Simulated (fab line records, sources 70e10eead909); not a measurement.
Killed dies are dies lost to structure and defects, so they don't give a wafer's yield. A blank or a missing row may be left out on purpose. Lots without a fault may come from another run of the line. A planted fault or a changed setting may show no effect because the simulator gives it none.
A struck lot beside a sound one | flow nand_harc | 13 steps out of a route of 1159
Sound: wafers L608.2, L608.3, L608.4. Struck: wafers L606.2, L606.4, L606.5. The cause comes at the end.
At each step with rows: each side's tool, then ch and its chambers, then its first start. Under that, the readings that differ: sound wafers | struck wafers | difference of the means | sigmas: that difference in standard deviations of wafers without a fault.
alike: readings whose means differ by less than 2 such deviations, and words and numbers that are the same on both sides. not compared: withheld readings, readings that some wafer has no value for, bounds like >300 that may hide the same value, and numbers for which the record gives no deviation and whose values overlap.
The two part at a step that has a row with sigmas, a row that says differs or no value, or rows on one side only. Numbers that don't overlap but have no deviation are shown without sigmas and don't part them. A reading that every wafer of one side lacks parts them only if that side has two wafers or more.

NHARC_A_STAIRCASE_ETCH_221: etches the open film in C4F8/O2, target depth 100 nm, time 40.5 s.
  sound on rie_diel-09 ch 0,1,3; struck on rie_diel-09 ch 1,2
  alike: bias_w, oes_product_au, rf_vpp_V
  not compared: rf_hours_counter_h
then, 7 steps without rows for these wafers: NHARC_A_STAIRCASE_TRIM_222 (chemistry O2, time 211.2 s); NHARC_A_STAIRCASE_ETCH_223 (etches the open film in C4F8/O2, target depth 100 nm, time 40.5 s); NHARC_A_STAIRCASE_TRIM_224 (chemistry O2, time 211.2 s); NHARC_A_STAIRCASE_ETCH_225 (etches the open film in C4F8/O2, target depth 100 nm, time 40.5 s); NHARC_A_STAIRCASE_TRIM_226 (chemistry O2, time 211.2 s); NHARC_A_STAIRCASE_ETCH_227 (etches the open film in C4F8/O2, target depth 100 nm, time 40.5 s); NHARC_A_STAIRCASE_TRIM_229 (chemistry O2, time 211.2 s).
NHARC_A_STAIRCASE_ETCH_230: etches the open film in C4F8/O2, target depth 100 nm, time 40.5 s.
  sound on rie_diel-09 ch 0,1,3; struck on rie_diel-01 ch 0,3
  reading               | sound             | struck            | difference | sigmas
  bias_w (W)            | 1000 1003 1003    | 996 993 997       | -7         | -2
  oes_product_au (a.u.) | 0.965 0.927 0.931 | 0.987 0.992 0.999 | +0.052     | +3
  alike: rf_vpp_V
  not compared: rf_hours_counter_h
NHARC_A_STAIRCASE_TRIM_231: chemistry O2, time 211.2 s.
  sound on rie_diel-09 ch 0,1,2; struck on rie_diel-01 ch 1,2,3
  alike: drypump_motor_current_A, oes_product_au, rf_vpp_V, run_length_s, showerhead_plenum_p_Torr, throttle_valve_pct
  not compared: rf_hours_counter_h
NHARC_A_STAIRCASE_ETCH_232: etches the open film in C4F8/O2, target depth 100 nm, time 40.5 s.
  sound on rie_diel-09 ch 0,1,2; struck on rie_diel-01 ch 1,3
  alike: bias_w, oes_product_au, rf_vpp_V
  not compared: rf_hours_counter_h
NHARC_A_STAIRCASE_TRIM_233: chemistry O2, time 211.2 s.
  sound on rie_diel-09 ch 0,1,3, day 16 08:06; struck on rie_diel-01 ch 0,1,2, day 15 11:40
  reading          | sound             | struck            | difference                    | sigmas
  bias_w (W)       | 0 0 0             | - - -             | no value on the struck wafers |
  run_length_s (s) | 233.4 233.0 233.3 | 223.2 223.7 224.3 | -9.5                          | -22
  alike: drypump_motor_current_A, oes_product_au, rf_vpp_V, showerhead_plenum_p_Torr, throttle_valve_pct
  not compared: rf_hours_counter_h
NHARC_A_STAIRCASE_ETCH_234: etches the open film in C4F8/O2, target depth 100 nm, time 40.5 s.
  sound on rie_diel-09 ch 0,2,3; struck on rie_diel-01 ch 0,1,3
  reading               | sound             | struck            | difference | sigmas
  oes_product_au (a.u.) | 0.938 0.910 0.934 | 0.985 0.963 0.932 | +0.033     | +2
  alike: bias_w, rf_vpp_V
  not compared: rf_hours_counter_h

WHERE THEY PART
First at NHARC_A_STAIRCASE_ETCH_230; last, within this record, at NHARC_A_STAIRCASE_ETCH_234.

WHY: what the simulator had put in
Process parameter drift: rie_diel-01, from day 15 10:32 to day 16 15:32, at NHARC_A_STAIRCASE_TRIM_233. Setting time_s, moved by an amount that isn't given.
